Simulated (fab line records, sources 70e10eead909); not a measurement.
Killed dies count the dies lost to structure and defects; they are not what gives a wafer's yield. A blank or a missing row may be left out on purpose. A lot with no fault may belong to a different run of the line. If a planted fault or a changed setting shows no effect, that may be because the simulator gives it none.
The tool behind it: which one?    flow nandHarc    15 lots, 45 wafers sampled, at 4 steps of a route of 1302

WHAT THE GAUGES SHOWED, per wafer
NHARC_END_SORT_01. Usual: killedAtArray 59, standard deviation 17; killedAtOther 0.9, standard deviation 1.6; killedAtPeriphery 3.7, standard deviation 2.3; killedDies 64, standard deviation 17; killedOpen 3.3, standard deviation 1.8; killedShort 2.4, standard deviation 1.6.
lot   measured      on         killedAtArray  killedAtOther  killedAtPeriphery  killedDies   killedOpen  killedShort  flag
L947  day 30 04:33  prober-01  673 676 675    0 1 0          4 0 2              677 677 677  3 4 3       4 2 0        OFF
L950  day 30 20:25  prober-02  676 676 676    0 0 0          1 1 1              677 677 677  2 2 0       0 2 1        OFF
L951  day 31 10:04  prober-02  676 673 675    0 0 0          1 4 2              677 677 677  1 7 2       1 3 4        OFF

WHICH TOOL RAN EACH LOT (tool, then ch and the chambers of the sampled wafers, then the start)
lot   NHARC_P_BONDPAD_PVD_27                  NHARC_P_BONDPAD_ANNEAL_28        NHARC_A_ONON_D1_DEP_03
L935  pvdSputter-01, day 7 05:17 or earlier   rtpAnneal-02 ch 0, day 7 05:17   pecvdOnon-03 ch 0, day 8 10:09
L936  pvdSputter-03, day 7 22:34 or earlier   rtpAnneal-01 ch 0, day 7 22:34   pecvdOnon-04 ch 0, day 9 00:43
L938  pvdSputter-02, day 8 15:22 or earlier   rtpAnneal-02 ch 0, day 8 15:22   pecvdOnon-02 ch 0, day 9 16:03
L939  pvdSputter-02, day 8 21:14 or earlier   rtpAnneal-02 ch 0, day 8 21:14   pecvdOnon-03 ch 0, day 9 21:46
L940  pvdSputter-03, day 9 05:23 or earlier   rtpAnneal-02 ch 0, day 9 05:23   pecvdOnon-03 ch 0, day 10 06:03
L941  pvdSputter-01, day 9 12:04 or earlier   rtpAnneal-01 ch 0, day 9 12:04   pecvdOnon-02 ch 0, day 10 15:34
L942  pvdSputter-03, day 9 22:47 or earlier   rtpAnneal-02 ch 0, day 9 22:47   pecvdOnon-04 ch 0, day 11 02:37
L943  pvdSputter-02, day 10 11:32 or earlier  rtpAnneal-01 ch 0, day 10 11:32  pecvdOnon-02 ch 0, day 11 12:25
L944  pvdSputter-02, day 10 23:03 or earlier  rtpAnneal-01 ch 0, day 10 23:03  pecvdOnon-02 ch 0, day 11 23:28
L946  pvdSputter-01, day 11 12:46 or earlier  rtpAnneal-01 ch 0, day 11 12:46  pecvdOnon-03 ch 0, day 12 15:52
L947  pvdSputter-01, day 12 16:32 or earlier  rtpAnneal-02 ch 0, day 12 16:32  pecvdOnon-03, day 13 17:34
L950  pvdSputter-03, day 13 12:23 or earlier  rtpAnneal-01 ch 0, day 13 12:23  pecvdOnon-02, day 14 13:10
L951  pvdSputter-01, day 13 16:50 or earlier  rtpAnneal-01 ch 0, day 13 16:50  pecvdOnon-03, day 14 20:14
L956  pvdSputter-02, day 15 15:55 or earlier  rtpAnneal-01 ch 0, day 15 15:55  pecvdOnon-03 ch 0, day 16 16:53
L957  pvdSputter-03, day 16 06:37 or earlier  rtpAnneal-01 ch 0, day 16 06:37  pecvdOnon-04 ch 0, day 17 11:36
- NHARC_P_BONDPAD_PVD_27: deposits Cu, target thk 30 nm, time 20.49 s.
- NHARC_P_BONDPAD_ANNEAL_28: time 90 s.
- NHARC_A_ONON_D1_DEP_03: target thk 1000 nm.

WHAT THE TOOLS THEMSELVES READ (means of the sampled wafers that have a number; where no wafer has one, the mark that the record gives instead)
NHARC_P_BONDPAD_PVD_27. Usual: 30.0 % for throttleValvePct, sd 1.1.
lot   tool           throttleValvePct (%)  flag
L935  pvdSputter-01  30.1                  
L936  pvdSputter-03  30.2                  
L938  pvdSputter-02  29.6                  
L939  pvdSputter-02  30.2                  
L940  pvdSputter-03  30.2                  
L941  pvdSputter-01  30.1                  
L942  pvdSputter-03  30.5                  
L943  pvdSputter-02  29.1                  
L944  pvdSputter-02  29.4                  
L946  pvdSputter-01  29.1                  
L947  pvdSputter-01  29.0                  
L950  pvdSputter-03  30.2                  
L951  pvdSputter-01  31.1                  
L956  pvdSputter-02  29.2                  
L957  pvdSputter-03  29.9                  

NHARC_P_BONDPAD_ANNEAL_28. Usual: 226.1 for wafer_temp_C_max, sd 0.46.
lot   tool          wafer_temp_C_max  flag
L935  rtpAnneal-02  226.1             
L936  rtpAnneal-01  226.4             
L938  rtpAnneal-02  225.5             
L939  rtpAnneal-02  225.5             
L940  rtpAnneal-02  225.5             
L941  rtpAnneal-01  226.2             
L942  rtpAnneal-02  225.7             
L943  rtpAnneal-01  226.3             
L944  rtpAnneal-01  226.7             
L946  rtpAnneal-01  226.5             
L947  rtpAnneal-02  225.7             
L950  rtpAnneal-01  226.2             
L951  rtpAnneal-01  226.1             
L956  rtpAnneal-01  226.5             
L957  rtpAnneal-01  226.2             

NHARC_A_ONON_D1_DEP_03. Usual: n2FlowSccm 2750 sccm, standard deviation 8.5; n2oFlowSccm 1999 sccm, standard deviation 6.1.
lot   tool          n2FlowSccm (sccm)  n2oFlowSccm (sccm)  flag
L935  pecvdOnon-03  2741               2007                
L936  pecvdOnon-04  2744               2004                
L938  pecvdOnon-02  2748               1996                
L939  pecvdOnon-03  2751               2003                
L940  pecvdOnon-03  2751               1997                
L941  pecvdOnon-02  2756               2000                
L942  pecvdOnon-04  2753               2006                
L943  pecvdOnon-02  2739               1995                
L944  pecvdOnon-02  2754               1990                
L946  pecvdOnon-03  2752               2001                
L947  pecvdOnon-03  -                  -                   OFF
L950  pecvdOnon-02  -                  -                   OFF
L951  pecvdOnon-03  -                  -                   OFF
L956  pecvdOnon-03  2743               1993                
L957  pecvdOnon-04  2742               2001                

THE ANSWER, worked out from the rows above alone
Rule: lot off if the mean of its wafers having a number is beyond 3 standard deviations from the usual mean. A lot without any number at a reading at which 4 lots or more have one is off too. Any other lot the step has rows for is counted as sound. After the gauges, taken in route order, come the tools' own readings; for these a lot's mean is taken, as printed above. At the first step where some lot is off, the reading lying furthest off is the one used; lots without a number count as furthest.
Off: L947, L950, L951, at NHARC_END_SORT_01 (killedAtArray). Neither off nor sound, because the step has no rows for them: L935, L936, L938, L939, L940, L941, L942, L943, L944, L946, L956, L957.
A tool fits if, at a process step before that reading, it ran every lot that is off, and no sound lot after the first of them. The gauges at NHARC_END_SORT_01 aren't tried: what is off there is off at NHARC_A_ONON_D1_DEP_03 too, on other tools, and a gauge's error can't cause that. NHARC_P_BONDPAD_PVD_27 gives no start for some lots, so the hours and the order of its lots are those of NHARC_P_BONDPAD_ANNEAL_28. None of those tried fits.

WHAT THE SIMULATOR HAD INSERTED
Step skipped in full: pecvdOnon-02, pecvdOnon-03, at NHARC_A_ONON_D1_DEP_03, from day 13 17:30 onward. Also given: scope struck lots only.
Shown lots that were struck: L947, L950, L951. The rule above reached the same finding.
